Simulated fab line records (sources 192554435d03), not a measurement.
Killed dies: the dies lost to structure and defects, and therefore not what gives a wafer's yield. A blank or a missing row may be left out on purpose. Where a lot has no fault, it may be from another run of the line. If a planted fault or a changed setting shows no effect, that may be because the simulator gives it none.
Matching of chambers || flow n5Finfet || N5_BEOL_M0_SAQP_ETCH_84 on rieDiel-03 has 4 sister chambers
The step etches SOC in N2/H2, target depth 100 nm, overetch 20 nm, time 150 s. 4 wafers are shown with their chamber, then 12 later ones without.

## WAFERS PAIRED WITH THEIR CHAMBERS
{"wafer": "L087.3", "chamber": 3, "drypumpMotorCurrentA (A)": 5.9}
{"wafer": "L089.5", "chamber": 0, "drypumpMotorCurrentA (A)": 5.9}
{"wafer": "L090.5", "chamber": 2, "drypumpMotorCurrentA (A)": 5.7}
{"wafer": "L090.6", "chamber": 1, "drypumpMotorCurrentA (A)": 6.4}

## WAFERS WHOSE CHAMBER IS MISSING
{"wafer": "L092.1", "drypumpMotorCurrentA (A)": 5.9}
{"wafer": "L092.2", "drypumpMotorCurrentA (A)": 5.6}
{"wafer": "L092.5", "drypumpMotorCurrentA (A)": 5.9}
{"wafer": "L094.2", "drypumpMotorCurrentA (A)": 5.7}
{"wafer": "L094.3", "drypumpMotorCurrentA (A)": 6.4}
{"wafer": "L094.4", "drypumpMotorCurrentA (A)": 5.9}
{"wafer": "L095.4", "drypumpMotorCurrentA (A)": 5.9}
{"wafer": "L095.5", "drypumpMotorCurrentA (A)": 5.9}
{"wafer": "L095.6", "drypumpMotorCurrentA (A)": 5.9}
{"wafer": "L096.1", "drypumpMotorCurrentA (A)": 5.9}
{"wafer": "L096.3", "drypumpMotorCurrentA (A)": 6.4}
{"wafer": "L096.5", "drypumpMotorCurrentA (A)": 5.9}

## WHICH CHAMBER EACH WENT THROUGH
{"wafer": "L092.1", "from the rows above": "can't be placed: 0 or 3", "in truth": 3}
{"wafer": "L092.2", "from the rows above": 2, "in truth": 2}
{"wafer": "L092.5", "from the rows above": "can't be placed: 0 or 3", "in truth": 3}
{"wafer": "L094.2", "from the rows above": 2, "in truth": 2}
{"wafer": "L094.3", "from the rows above": 1, "in truth": 1}
{"wafer": "L094.4", "from the rows above": "can't be placed: 0 or 3", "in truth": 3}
{"wafer": "L095.4", "from the rows above": "can't be placed: 0 or 3", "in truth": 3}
{"wafer": "L095.5", "from the rows above": "can't be placed: 0 or 3", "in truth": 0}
{"wafer": "L095.6", "from the rows above": "can't be placed: 0 or 3", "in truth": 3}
{"wafer": "L096.1", "from the rows above": "can't be placed: 0 or 3", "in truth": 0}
{"wafer": "L096.3", "from the rows above": 1, "in truth": 1}
{"wafer": "L096.5", "from the rows above": "can't be placed: 0 or 3", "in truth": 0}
Placed correctly: 4 of 12. These rows do not allow placing 8 (true chamber among the candidates in 8). Placed wrongly: 0.
How it was worked out, from the rows above alone: a wafer's distance from a chamber is the root of the sum, over the readings, of the square of ((its reading less the chamber's mean) divided by the reading's scatter). The wafer belongs to the nearest chamber; if the next one is less than 2 further off, it can't be placed. Each chamber's mean is taken over the wafers shown for it. The scatter (one wafer shown for each chamber): square how far every hidden wafer sits from the nearest shown wafer, average those squares and take the square root.
